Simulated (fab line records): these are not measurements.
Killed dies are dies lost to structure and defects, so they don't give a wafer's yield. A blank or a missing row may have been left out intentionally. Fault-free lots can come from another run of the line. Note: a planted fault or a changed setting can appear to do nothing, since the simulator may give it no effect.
Matching of chambers :: flow n5Finfet :: 4 sister chambers for N5_BEOL_M12_DESCUM_33 on rieDiel-01
The step chemistry O2, time 7.9 s. 4 wafers are shown with their chamber, then 7 later ones without.

== EACH WAFER AND ITS CHAMBER ==
wafer: L087.2
chamber: 1
drypumpMotorCurrentA (A): 5.1

wafer: L087.5
chamber: 0
drypumpMotorCurrentA (A): 5.8

wafer: L092.1
chamber: 2
drypumpMotorCurrentA (A): 5.9

wafer: L092.2
chamber: 3
drypumpMotorCurrentA (A): 5.6

== WAFERS WITH NO CHAMBER GIVEN ==
wafer: L092.5
drypumpMotorCurrentA (A): 5.9

wafer: L094.3
drypumpMotorCurrentA (A): 5.6

wafer: L094.4
drypumpMotorCurrentA (A): 5.9

wafer: L094.5
drypumpMotorCurrentA (A): 5.9

wafer: L097.1
drypumpMotorCurrentA (A): 5.6

wafer: L097.3
drypumpMotorCurrentA (A): 5.0

wafer: L097.6
drypumpMotorCurrentA (A): 5.6

== EACH ONE'S CHAMBER ==
wafer: L092.5
from the rows above: 2
in truth: 2

wafer: L094.3
from the rows above: 3
in truth: 3

wafer: L094.4
from the rows above: 2
in truth: 2

wafer: L094.5
from the rows above: 2
in truth: 2

wafer: L097.1
from the rows above: 3
in truth: 3

wafer: L097.3
from the rows above: 1
in truth: 1

wafer: L097.6
from the rows above: 3
in truth: 3
Placed correctly: 7 of 7. Number that these rows cannot place: 0. 0 placed wrongly.
How it was worked out, from the rows above alone: a wafer's distance from a chamber is the root of the sum, over the readings, of the square of ((its reading less the chamber's mean) divided by the reading's scatter). If the next closest chamber is less than 2 further off than the closest, the wafer can't be placed; otherwise it belongs to the closest. For every chamber, the mean is computed from those of its wafers that are shown. The scatter (one wafer shown for each chamber): square how far every hidden wafer sits from the nearest shown wafer, average those squares and take the square root.
